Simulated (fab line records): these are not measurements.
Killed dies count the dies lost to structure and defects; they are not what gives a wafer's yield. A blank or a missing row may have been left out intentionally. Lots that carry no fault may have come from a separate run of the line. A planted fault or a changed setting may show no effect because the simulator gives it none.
Matching of chambers / flow n5Finfet / rieDiel-06 running N5_BEOL_M3_ETCH_63: 4 sister chambers
The step etches SiARC in CF4, target depth 15.6 nm, time 26 s. 20 wafers are shown with their chamber, then 10 later ones without.

== EACH WAFER AND ITS CHAMBER ==
wafer=L075.2; chamber=3; showerheadPlenumPTorr (Torr)=2.04; throttleValvePct (%)=15.91; oesProductAu (a.u.)=0.61
wafer=L075.3; chamber=2; showerheadPlenumPTorr (Torr)=2.08; throttleValvePct (%)=15.50; oesProductAu (a.u.)=0.72
wafer=L075.5; chamber=3; showerheadPlenumPTorr (Torr)=2.04; throttleValvePct (%)=15.89; oesProductAu (a.u.)=0.60
wafer=L077.1; chamber=2; showerheadPlenumPTorr (Torr)=2.08; throttleValvePct (%)=15.52; oesProductAu (a.u.)=0.71
wafer=L077.2; chamber=3; showerheadPlenumPTorr (Torr)=2.04; throttleValvePct (%)=15.90; oesProductAu (a.u.)=0.60
wafer=L077.5; chamber=1; showerheadPlenumPTorr (Torr)=2.15; throttleValvePct (%)=15.64; oesProductAu (a.u.)=0.63
wafer=L078.1; chamber=3; showerheadPlenumPTorr (Torr)=2.04; throttleValvePct (%)=15.89; oesProductAu (a.u.)=0.61
wafer=L078.4; chamber=0; showerheadPlenumPTorr (Torr)=2.13; throttleValvePct (%)=16.07; oesProductAu (a.u.)=0.61
wafer=L078.6; chamber=1; showerheadPlenumPTorr (Torr)=2.15; throttleValvePct (%)=15.64; oesProductAu (a.u.)=0.64
wafer=L080.1; chamber=3; showerheadPlenumPTorr (Torr)=2.04; throttleValvePct (%)=15.91; oesProductAu (a.u.)=0.60
wafer=L080.3; chamber=1; showerheadPlenumPTorr (Torr)=2.15; throttleValvePct (%)=15.64; oesProductAu (a.u.)=0.63
wafer=L080.4; chamber=2; showerheadPlenumPTorr (Torr)=2.08; throttleValvePct (%)=15.55; oesProductAu (a.u.)=0.71
wafer=L081.2; chamber=2; showerheadPlenumPTorr (Torr)=2.08; throttleValvePct (%)=15.52; oesProductAu (a.u.)=0.69
wafer=L081.5; chamber=3; showerheadPlenumPTorr (Torr)=2.04; throttleValvePct (%)=15.93; oesProductAu (a.u.)=0.59
wafer=L081.6; chamber=0; showerheadPlenumPTorr (Torr)=2.13; throttleValvePct (%)=16.07; oesProductAu (a.u.)=0.61
wafer=L083.1; chamber=0; showerheadPlenumPTorr (Torr)=2.13; throttleValvePct (%)=16.09; oesProductAu (a.u.)=0.62
wafer=L083.3; chamber=2; showerheadPlenumPTorr (Torr)=2.08; throttleValvePct (%)=15.55; oesProductAu (a.u.)=0.70
wafer=L083.4; chamber=3; showerheadPlenumPTorr (Torr)=2.04; throttleValvePct (%)=15.92; oesProductAu (a.u.)=0.59
wafer=L086.3; chamber=3; showerheadPlenumPTorr (Torr)=2.03; throttleValvePct (%)=15.94; oesProductAu (a.u.)=0.59
wafer=L086.4; chamber=0; showerheadPlenumPTorr (Torr)=2.13; throttleValvePct (%)=16.08; oesProductAu (a.u.)=0.61

SIGNATURES, as means of the wafers listed above
reading=showerheadPlenumPTorr; chamber 0=2.1300; chamber 1=2.1500; chamber 2=2.0800; chamber 3=2.0387; scatter within a chamber=0.00234
reading=throttleValvePct; chamber 0=16.0775; chamber 1=15.6400; chamber 2=15.5280; chamber 3=15.9113; scatter within a chamber=0.0167
reading=oesProductAu; chamber 0=0.6125; chamber 1=0.6333; chamber 2=0.7060; chamber 3=0.5988; scatter within a chamber=0.00847
Rule: a wafer's distance from a chamber is the root of the sum, over the readings, of the square of ((its reading less the chamber's mean) divided by the reading's scatter). If the next closest chamber is less than 2 further off than the closest, the wafer can't be placed; otherwise it belongs to the closest. How the scatter is found: for the shown wafers, subtract from each reading the mean of its chamber, square and add these, divide the total by (wafers less chambers), then take the root.

== WAFERS MISSING THEIR CHAMBER ==
wafer=L086.5; showerheadPlenumPTorr (Torr)=2.15; throttleValvePct (%)=15.65; oesProductAu (a.u.)=0.62
wafer=L091.1; showerheadPlenumPTorr (Torr)=2.07; throttleValvePct (%)=15.57; oesProductAu (a.u.)=0.68
wafer=L091.5; showerheadPlenumPTorr (Torr)=2.03; throttleValvePct (%)=15.95; oesProductAu (a.u.)=0.59
wafer=L091.6; showerheadPlenumPTorr (Torr)=2.07; throttleValvePct (%)=15.56; oesProductAu (a.u.)=0.68
wafer=L095.1; showerheadPlenumPTorr (Torr)=2.03; throttleValvePct (%)=15.96; oesProductAu (a.u.)=0.58
wafer=L095.4; showerheadPlenumPTorr (Torr)=2.12; throttleValvePct (%)=16.13; oesProductAu (a.u.)=0.61
wafer=L095.5; showerheadPlenumPTorr (Torr)=2.03; throttleValvePct (%)=15.96; oesProductAu (a.u.)=0.58
wafer=L096.2; showerheadPlenumPTorr (Torr)=2.07; throttleValvePct (%)=15.59; oesProductAu (a.u.)=0.68
wafer=L096.4; showerheadPlenumPTorr (Torr)=2.03; throttleValvePct (%)=15.98; oesProductAu (a.u.)=0.58
wafer=L096.6; showerheadPlenumPTorr (Torr)=2.12; throttleValvePct (%)=16.15; oesProductAu (a.u.)=0.60

== EACH ONE'S CHAMBER ==
wafer=L086.5; from the rows above=1; in truth=1
wafer=L091.1; from the rows above=2; in truth=2
wafer=L091.5; from the rows above=3; in truth=3
wafer=L091.6; from the rows above=2; in truth=2
wafer=L095.1; from the rows above=3; in truth=3
wafer=L095.4; from the rows above=0; in truth=0
wafer=L095.5; from the rows above=3; in truth=3
wafer=L096.2; from the rows above=2; in truth=2
wafer=L096.4; from the rows above=3; in truth=3
wafer=L096.6; from the rows above=0; in truth=0
10 of 10 placed correctly. Not placeable from these rows: 0. 0 placed wrongly.
